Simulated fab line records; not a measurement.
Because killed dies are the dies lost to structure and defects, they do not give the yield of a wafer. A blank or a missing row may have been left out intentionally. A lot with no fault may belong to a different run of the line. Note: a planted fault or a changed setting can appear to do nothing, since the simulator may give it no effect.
8D (eight disciplines) problem report, filled in by code ; flow n5-finfet ; the parts of the form that need people (team, actions taken, sign-off) are left out

1. WHAT WENT WRONG
Wafers without a fault read 5.21 s, standard deviation 0.076; etch-rf-on-time-s at N5_BEOL_M2_ETCH_74 reads a mean of 3.66 s on 3 wafers belonging to 3 lots. Relative to the usual mean, that is a shift of -20 standard deviations.
The step: etches underlayer in N2/H2, target depth 6.5 nm, time 5.2 s.
First observed at day 9 21:29: wafer L333.2, on rie-diel-05. Wafers with a number at this step in the record: 27, from 9 lots. By rule, "out" or "out of limits" means more than 4 standard deviations away from the usual mean. All remaining wafers that have a number are taken as sound.

2. WHAT THIS IS AND IS NOT
question;is;is not
which readings at this step;etch-rf-on-time-s;drypump-motor-current-A, rf-vpp-V, showerhead-plenum-p-Torr
which lots;L333, L334, L336;L320, L326, L330, L332, L342, L343
which wafers of those lots;L333.2, L334.2, L336.3;L333.4, L333.6, L334.5, L334.6, L336.5, L336.6
read on which tools;rie-diel-05;rie-diel-02, rie-diel-04
when;from day 9 21:29;"up to then (14 sound wafers); but 10 sound wafers of L334, L336, L342, L343 came after"

3. SUSPECTS, AND WHAT RULES EACH OUT
Counting: a tool at a process step up to the reading stays a suspect if it ran every lot that is out. Sound lots after the first of them don't rule it out here, since some wafers of a struck lot are sound.
- rie-diel-05 at N5_BEOL_M2_ETCH_74 (etches underlayer in N2/H2, target depth 6.5 nm, time 5.2 s): kept. It ran every lot that is out, first L333 (day 9 21:29); its last sound lot up to then is L332 (day 9 13:00). On those wafers its own readings are out: etch-rf-on-time-s.
The count leaves rie-diel-05 at N5_BEOL_M2_ETCH_74.

4. THE CAUSE (what the simulator had put in)
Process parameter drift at N5_BEOL_M2_ETCH_74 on rie-diel-05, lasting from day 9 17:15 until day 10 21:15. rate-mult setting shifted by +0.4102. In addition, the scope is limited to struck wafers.
The count eliminated every tool but this one.

5. THE CHAIN OF EFFECTS, in route order
Rows list readings where the struck wafers' mean (over those with a number) sits beyond 3 standard deviations from the usual. Readings are gone through only where the record gives a usual standard deviation; hours: the median, over the lots, of the time from a lot's start at the first step in this table giving one to that lot's start at this step; sigmas: the change measured in usual standard deviations.
hours;step;reading;usual;on struck wafers;change;sigmas
0;N5_BEOL_M2_ETCH_74;etch-rf-on-time-s;5.21 s;3.66;-1.55;-20
It contains these process steps:
- N5_BEOL_M2_ETCH_74: etches underlayer in N2/H2, target depth 6.5 nm, time 5.2 s.
Later steps that measure or inspect, where all struck wafers having a row at the step show a number for every such reading and not one has moved that far: N5_BEOL_M4_RC_MEAS_101.

6. HOW IT WOULD HAVE BEEN CAUGHT EARLIER
In this record no reading fell out of limits until day 9 21:29, 4 hours after the fault had begun at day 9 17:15.
